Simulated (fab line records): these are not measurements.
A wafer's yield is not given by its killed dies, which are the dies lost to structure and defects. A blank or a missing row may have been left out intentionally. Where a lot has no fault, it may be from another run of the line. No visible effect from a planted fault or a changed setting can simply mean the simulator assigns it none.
Chamber matching + flow n5_finfet + N5_SDB_STRIP_21 on rie_diel-01: 4 sister chambers
The step strips in CF4. 18 wafers are shown with their chamber, then 9 later ones without.

WAFERS PAIRED WITH THEIR CHAMBERS
| wafer  | chamber | throttle_valve_pct (%) | showerhead_plenum_p_Torr (Torr) | oes_product_au (a.u.) |
|--------|---------|------------------------|---------------------------------|-----------------------|
| L074.1 | 2       | 13.78                  | 1.87                            | 0.76                  |
| L074.5 | 2       | 13.80                  | 1.87                            | 0.76                  |
| L074.6 | 1       | 13.27                  | 1.81                            | 0.93                  |
| L076.1 | 3       | 13.62                  | 1.87                            | 0.73                  |
| L076.3 | 2       | 13.79                  | 1.87                            | 0.75                  |
| L076.6 | 0       | 13.28                  | 1.81                            | 0.85                  |
| L077.1 | 2       | 13.80                  | 1.86                            | 0.76                  |
| L077.3 | 1       | 13.27                  | 1.81                            | 0.92                  |
| L077.6 | 3       | 13.63                  | 1.87                            | 0.73                  |
| L078.3 | 3       | 13.62                  | 1.87                            | 0.72                  |
| L078.4 | 0       | 13.32                  | 1.81                            | 0.83                  |
| L078.5 | 0       | 13.31                  | 1.81                            | 0.83                  |
| L079.3 | 1       | 13.28                  | 1.81                            | 0.91                  |
| L079.4 | 3       | 13.63                  | 1.87                            | 0.73                  |
| L079.6 | 2       | 13.80                  | 1.86                            | 0.75                  |
| L080.1 | 2       | 13.81                  | 1.86                            | 0.75                  |
| L080.3 | 0       | 13.31                  | 1.81                            | 0.83                  |
| L080.6 | 1       | 13.29                  | 1.81                            | 0.90                  |

SIGNATURES, as means of the wafers listed above
| reading                  | chamber 0 | chamber 1 | chamber 2 | chamber 3 | scatter within a chamber |
|--------------------------|-----------|-----------|-----------|-----------|--------------------------|
| throttle_valve_pct       | 13.3050   | 13.2775   | 13.7967   | 13.6250   | 0.0114                   |
| showerhead_plenum_p_Torr | 1.8100    | 1.8100    | 1.8650    | 1.8700    | 0.00327                  |
| oes_product_au           | 0.8350    | 0.9150    | 0.7550    | 0.7275    | 0.00856                  |
Rule: a wafer lies at a distance from a chamber equal to the root of the sum of squares, over the readings, of (its reading less the chamber's mean, divided by the reading's scatter). The wafer belongs to the nearest chamber; if the next one is less than 2 further off, it can't be placed. The scatter is the square root of a quotient: the sum, over the shown wafers, of each reading's squared deviation from its chamber's mean, divided by wafers minus chambers.

WAFERS WHOSE CHAMBER IS MISSING
| wafer  | throttle_valve_pct (%) | showerhead_plenum_p_Torr (Torr) | oes_product_au (a.u.) |
|--------|------------------------|---------------------------------|-----------------------|
| L082.1 | 13.32                  | 1.81                            | 0.83                  |
| L082.2 | 13.31                  | 1.81                            | 0.89                  |
| L082.4 | 13.65                  | 1.87                            | 0.73                  |
| L086.1 | 13.36                  | 1.80                            | 0.86                  |
| L086.3 | 13.36                  | 1.80                            | 0.81                  |
| L086.6 | 13.35                  | 1.80                            | 0.87                  |
| L093.1 | 13.37                  | 1.80                            | 0.84                  |
| L093.2 | 13.37                  | 1.80                            | 0.79                  |
| L093.4 | 13.70                  | 1.86                            | 0.70                  |

THE CHAMBER EACH PASSED THROUGH
| wafer  | from the rows above | in truth                   |
|--------|---------------------|----------------------------|
| L082.1 | 0                   | 0                          |
| L082.2 | 1                   | 1                          |
| L082.4 | 3                   | 3                          |
| L086.1 | 0                   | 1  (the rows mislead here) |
| L086.3 | 0                   | 0                          |
| L086.6 | 0                   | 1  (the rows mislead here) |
| L093.1 | 0                   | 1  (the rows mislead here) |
| L093.2 | 0                   | 0                          |
| L093.4 | 3                   | 3                          |
Correctly placed: 6 of 9. Not placeable from these rows: 0. Number placed wrongly: 3.
